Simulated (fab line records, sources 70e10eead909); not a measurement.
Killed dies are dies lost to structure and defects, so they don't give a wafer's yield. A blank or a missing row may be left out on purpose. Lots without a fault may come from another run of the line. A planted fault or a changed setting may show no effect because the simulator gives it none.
Which tool did it? | flow nand_harc | 10 lots, 30 wafers sampled, at 9 steps of a route of 1159

WHAT THE GAUGES READ, wafer by wafer
NHARC_A_ONON_D1_INSPECT_32.
lot  | measured     | on                | raw_defect_count
L972 | day 7 21:27  | defect_inspect-01 | 50 67 76
L974 | day 8 17:17  | defect_inspect-01 | 62 45 58
L973 | day 8 17:30  | defect_inspect-01 | 73 82 72
L975 | day 8 23:18  | defect_inspect-01 | 35 59 65
L980 | day 10 01:39 | defect_inspect-01 | 82 106 100
L983 | day 11 06:55 | defect_inspect-01 | 77 73 73
L989 | day 12 04:38 | defect_inspect-02 | 94 66 78
L991 | day 12 16:38 | defect_inspect-02 | 59 62 42
L992 | day 13 03:02 | defect_inspect-02 | 73 75 110
L993 | day 13 03:06 | defect_inspect-01 | 156 73 51

NHARC_A_CHANNEL_HOLE_D1_CD_MEAS_10: target cd 100 nm.
lot  | measured     | on        | cd_nm (nm)
L972 | day 8 03:29  | cd_sem-03 | 100.5 100.3 100.6
L974 | day 8 20:06  | cd_sem-03 | 100.1 100.5 100.1
L973 | day 8 20:24  | cd_sem-02 | 99.8 99.2 100.0
L975 | day 9 02:01  | cd_sem-01 | 99.8 99.9 100.3
L980 | day 10 05:58 | cd_sem-01 | 89.7 89.3 90.6
L983 | day 11 11:40 | cd_sem-02 | 94.1 94.6 94.0
L989 | day 12 07:37 | cd_sem-01 | 100.9 100.5 99.3
L991 | day 12 20:17 | cd_sem-01 | 100.2 100.2 99.5
L992 | day 13 05:47 | cd_sem-01 | 100.6 101.2 100.3
L993 | day 13 05:56 | cd_sem-02 | 99.4 98.9 99.6

NHARC_A_CHANNEL_HOLE_D1_CD_MEAS_18.
lot  | measured     | on        | cd_nm (nm)
L972 | day 8 04:47  | cd_sem-02 | 98.4 99.6 98.8
L974 | day 8 21:37  | cd_sem-02 | 97.4 103.6 100.2
L973 | day 8 21:42  | cd_sem-03 | 96.2 98.4 97.2
L975 | day 9 03:20  | cd_sem-03 | 101.4 97.8 99.5
L980 | day 10 07:16 | cd_sem-01 | 87.9 93.0 88.7
L983 | day 11 12:58 | cd_sem-01 | 96.7 98.6 90.4
L989 | day 12 08:55 | cd_sem-03 | 101.1 94.5 103.2
L991 | day 12 21:35 | cd_sem-01 | 105.0 102.8 94.6
L992 | day 13 07:04 | cd_sem-03 | 100.9 100.7 99.8
L993 | day 13 07:14 | cd_sem-02 | 98.3 102.2 101.2

NHARC_A_CHANNEL_HOLE_D1_CD_MEAS_30.
lot  | measured     | on        | cd_nm (nm)
L972 | day 8 12:12  | cd_sem-01 | 91.1 89.8 93.5
L974 | day 9 03:13  | cd_sem-01 | 88.4 89.6 91.0
L973 | day 9 07:28  | cd_sem-02 | 92.2 85.5 89.8
L975 | day 9 08:56  | cd_sem-01 | 88.1 90.7 92.5
L980 | day 10 15:20 | cd_sem-02 | 79.1 78.0 78.3
L983 | day 11 21:13 | cd_sem-02 | 84.2 82.2 84.4
L989 | day 12 14:50 | cd_sem-02 | 90.6 88.3 93.1
L991 | day 13 03:20 | cd_sem-02 | 92.2 88.0 91.2
L992 | day 13 12:40 | cd_sem-03 | 90.8 92.3 90.1
L993 | day 13 13:01 | cd_sem-03 | 89.6 89.9 90.9

NHARC_END_SORT_01.
lot  | measured     | on        | killed_at_array | killed_at_other | killed_at_periphery | killed_dies | killed_open | killed_short
L972 | day 18 20:38 | prober-02 | 31 34 27        | 1 0 0           | 4 2 4               | 36 36 31    | 5 0 4       | 0 4 2
L974 | day 19 11:27 | prober-02 | 28 32 30        | 0 0 0           | 3 1 1               | 31 33 31    | 3 3 1       | 2 3 3
L973 | day 20 00:34 | prober-01 | 14 8 24         | 0 0 0           | 3 5 1               | 17 13 25    | 7 3 8       | 1 1 1
L975 | day 19 17:22 | prober-02 | 30 21 22        | 0 0 1           | 7 3 3               | 37 24 26    | 5 2 4       | 2 2 2
L980 | day 20 21:31 | prober-02 | 38 41 28        | 6 6 1           | 7 1 4               | 51 48 33    | 6 3 0       | 0 2 1
L983 | day 23 06:19 | prober-01 | 12 18 18        | 0 0 0           | 5 2 4               | 17 20 22    | 3 4 1       | 2 4 0
L989 | day 23 16:33 | prober-01 | 28 34 34        | 0 0 0           | 3 1 0               | 31 35 34    | 4 1 5       | 3 5 1
L991 | day 24 03:51 | prober-01 | 55 40 44        | 2 0 0           | 1 0 1               | 58 40 45    | 6 3 5       | 5 1 0
L992 | day 24 13:43 | prober-01 | 30 34 26        | 0 0 0           | 0 3 1               | 30 37 27    | 5 3 2       | 1 7 0
L993 | day 24 11:26 | prober-02 | 38 34 35        | 0 0 1           | 1 2 2               | 39 36 38    | 3 3 2       | 1 3 2

WHICH TOOL RAN EACH LOT (tool, then ch and the chambers of the sampled wafers, then the start)
lot  | NHARC_A_CHANNEL_HOLE_D1_EXPOSE_07  | NHARC_A_CHANNEL_HOLE_D1_DESCUM_15  | NHARC_A_CHANNEL_HOLE_D1_ETCH_16               | NHARC_A_CHANNEL_HOLE_D1_XSEM_31
L972 | arfi_scanner-02 ch 0, day 8 03:21  | rie_diel-02 ch 0,2,3, day 8 03:42  | rie_diel-02 ch 1,2,3, day 8 04:47 or earlier  | xsem-02 ch 0, day 8 12:17
L974 | arfi_scanner-01 ch 0, day 8 19:58  | rie_diel-10 ch 0,1,3, day 8 20:19  | rie_diel-10 ch 0,1,3, day 8 21:37 or earlier  | xsem-02 ch 0, day 9 03:18
L973 | arfi_scanner-03 ch 0, day 8 20:16  | rie_diel-02 ch 0,2,3, day 8 20:35  | rie_diel-02 ch 1,2, day 8 21:42 or earlier    | xsem-02 ch 0, day 9 07:33
L975 | arfi_scanner-02 ch 0, day 9 01:52  | rie_diel-08 ch 0,1,2, day 9 02:12  | rie_diel-08 ch 0,1,2, day 9 03:20 or earlier  | xsem-01 ch 0, day 9 09:02
L980 | arfi_scanner-01 ch 0, day 10 05:50 | rie_diel-08 ch 0,1,2, day 10 06:10 | rie_diel-08 ch 0,1,2, day 10 07:16 or earlier | xsem-02 ch 0, day 10 15:26
L983 | arfi_scanner-01 ch 0, day 11 11:32 | rie_diel-10 ch 0,1,3, day 11 11:52 | rie_diel-10 ch 0,2,3, day 11 12:58 or earlier | xsem-02 ch 0, day 11 21:19
L989 | arfi_scanner-02 ch 0, day 12 07:29 | rie_diel-10 ch 0,3, day 12 07:47   | rie_diel-10 ch 0,2,3, day 12 08:55 or earlier | xsem-02 ch 0, day 12 14:56
L991 | arfi_scanner-02 ch 0, day 12 20:09 | rie_diel-10 ch 0,1,3, day 12 20:28 | rie_diel-10 ch 0,1,3, day 12 21:35 or earlier | xsem-01 ch 0, day 13 03:25
L992 | arfi_scanner-02 ch 0, day 13 05:38 | rie_diel-08 ch 1,2,3, day 13 05:59 | rie_diel-08 ch 1,2, day 13 07:04 or earlier   | xsem-01 ch 0, day 13 12:45
L993 | arfi_scanner-03 ch 0, day 13 05:47 | rie_diel-02 ch 1,2, day 13 06:07   | rie_diel-02 ch 0,1,3, day 13 07:14 or earlier | xsem-02 ch 0, day 13 13:06
- NHARC_A_CHANNEL_HOLE_D1_EXPOSE_07: exposes mask HOLE D1, target cd 100 nm.
- NHARC_A_CHANNEL_HOLE_D1_DESCUM_15: chemistry O2, time 3 s.
- NHARC_A_CHANNEL_HOLE_D1_ETCH_16: etches the open film in O2/COS, target depth 3100 nm, time 806 s.
- NHARC_A_CHANNEL_HOLE_D1_XSEM_31

WHAT THE TOOLS THEMSELVES READ (means of the sampled wafers that have a number; where no wafer has one, the mark that the record gives instead)
NHARC_A_CHANNEL_HOLE_D1_EXPOSE_07.
lot  | tool            | exposure_dose_mJ_cm2
L972 | arfi_scanner-02 | 59.63
L974 | arfi_scanner-01 | 59.61
L973 | arfi_scanner-03 | 59.71
L975 | arfi_scanner-02 | 59.70
L980 | arfi_scanner-01 | 48.67
L983 | arfi_scanner-01 | 52.54
L989 | arfi_scanner-02 | 59.65
L991 | arfi_scanner-02 | 59.54
L992 | arfi_scanner-02 | 59.58
L993 | arfi_scanner-03 | 59.65

NHARC_A_CHANNEL_HOLE_D1_DESCUM_15.
lot  | tool        | drypump_motor_current_A (A) | oes_product_au (a.u.) | rf_vpp_V (V) | showerhead_plenum_p_Torr (Torr) | throttle_valve_pct (%)
L972 | rie_diel-02 | 5.9                         | 1.005                 | 57.8         | 1.93                            | 11.307
L974 | rie_diel-10 | 6.1                         | 1.009                 | 58.7         | 1.93                            | 11.306
L973 | rie_diel-02 | 5.9                         | 0.998                 | 58.9         | 1.93                            | 11.314
L975 | rie_diel-08 | 5.5                         | 0.988                 | 57.7         | 1.92                            | 11.312
L980 | rie_diel-08 | 5.5                         | 0.985                 | 58.0         | 1.92                            | 11.314
L983 | rie_diel-10 | 6.1                         | 0.986                 | 58.6         | 1.93                            | 11.305
L989 | rie_diel-10 | 5.9                         | 0.991                 | 57.8         | 1.97                            | 11.317
L991 | rie_diel-10 | 6.1                         | 0.985                 | 57.9         | 1.93                            | 11.319
L992 | rie_diel-08 | 5.5                         | 0.991                 | 57.7         | 1.94                            | 11.304
L993 | rie_diel-02 | 6.1                         | 0.989                 | 57.2         | 2.00                            | 11.321

NHARC_A_CHANNEL_HOLE_D1_ETCH_16.
lot  | tool        | drypump_motor_current_A (A) | oes_product_au (a.u.) | rf_vpp_V (V) | showerhead_plenum_p_Torr (Torr) | throttle_valve_pct (%)
L972 | rie_diel-02 | 6.1                         | 1.002                 | 314.8        | 3.19                            | 28.320
L974 | rie_diel-10 | 6.1                         | 0.998                 | 314.9        | 3.15                            | 28.336
L973 | rie_diel-02 | 6.2                         | 0.989                 | 316.1        | 3.25                            | 28.331
L975 | rie_diel-08 | 5.5                         | 0.991                 | 313.8        | 3.14                            | 28.333
L980 | rie_diel-08 | 5.5                         | 0.990                 | 314.4        | 3.13                            | 28.328
L983 | rie_diel-10 | 5.8                         | 1.000                 | 313.7        | 3.12                            | 28.321
L989 | rie_diel-10 | 5.8                         | 1.002                 | 314.6        | 3.12                            | 28.329
L991 | rie_diel-10 | 6.1                         | 0.992                 | 314.9        | 3.15                            | 28.338
L992 | rie_diel-08 | 5.7                         | 0.973                 | 312.8        | 3.09                            | 28.338
L993 | rie_diel-02 | 5.9                         | 1.008                 | 314.6        | 3.14                            | 28.335

NHARC_A_CHANNEL_HOLE_D1_XSEM_31.
lot  | tool    | bot_cd_nm (nm) | bow_nm (nm) | tilt_deg (degrees)
L972 | xsem-02 | 76.4           | 8.4         | 0.04
L974 | xsem-02 | 74.1           | 9.3         | 0.06
L973 | xsem-02 | 74.4           | 8.3         | 0.11
L975 | xsem-01 | 74.0           | 8.7         | 0.12
L980 | xsem-02 | 63.3           | 9.1         | 0.04
L983 | xsem-02 | 67.7           | 9.1         | 0.07
L989 | xsem-02 | 76.1           | 8.7         | 0.00
L991 | xsem-01 | 74.6           | 8.3         | 0.08
L992 | xsem-01 | 75.3           | 8.5         | 0.07
L993 | xsem-02 | 73.9           | 8.6         | 0.03

THE ANSWER, worked out from the rows above alone
Rule: what is usual is taken from the lots themselves. Put in order of their means at a reading, lots are off if they are a third of the lots or fewer, leave a main group of 4 or more, and stand apart from it by a gap of 3 or more times the standard deviation of the main group's means; of several such gaps the widest counts. A main group whose means are all the same, to the digits that the tables above print for the reading, isn't used. A lot without any number at a reading at which 4 lots or more have one is off too. The other lots that the step has rows for count as sound. The gauges are gone through in route order, then the tools' own readings, and for those a lot's mean is taken as printed above. The first step at which some lot is off is used, and at that step the reading that is off furthest; a lot without a number counts as furthest.
Off: L980, L983, at NHARC_A_CHANNEL_HOLE_D1_CD_MEAS_10 (cd_nm). The main group: mean 100.1 nm, standard deviation 0.42.
A tool fits if, at a process step before that reading, it ran every lot that is off, and no sound lot after the first of them. The gauges at NHARC_A_CHANNEL_HOLE_D1_CD_MEAS_10 aren't tried: what is off there is off at NHARC_A_CHANNEL_HOLE_D1_EXPOSE_07 too, on other tools, and a gauge's error can't cause that. One fits: arfi_scanner-01 at NHARC_A_CHANNEL_HOLE_D1_EXPOSE_07. Its last sound lot is L974 (day 8 19:58), its first lot that is off L980 (day 10 05:50): a fault that began between those two fits.
The tool's own readings at NHARC_A_CHANNEL_HOLE_D1_EXPOSE_07 bear it out: on the lots that are off they differ by more than 5 times the standard deviation of the sound lots' means. exposure_dose_mJ_cm2 reads 50.61 there against 59.63 on the sound lots.

WHAT THE SIMULATOR HAD PUT IN
Process parameter drift: arfi_scanner-01, from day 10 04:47 on, at NHARC_A_CHANNEL_HOLE_D1_EXPOSE_07. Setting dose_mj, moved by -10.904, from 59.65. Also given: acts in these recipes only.
Lots struck among those shown: L980, L983. The rule above found the same.
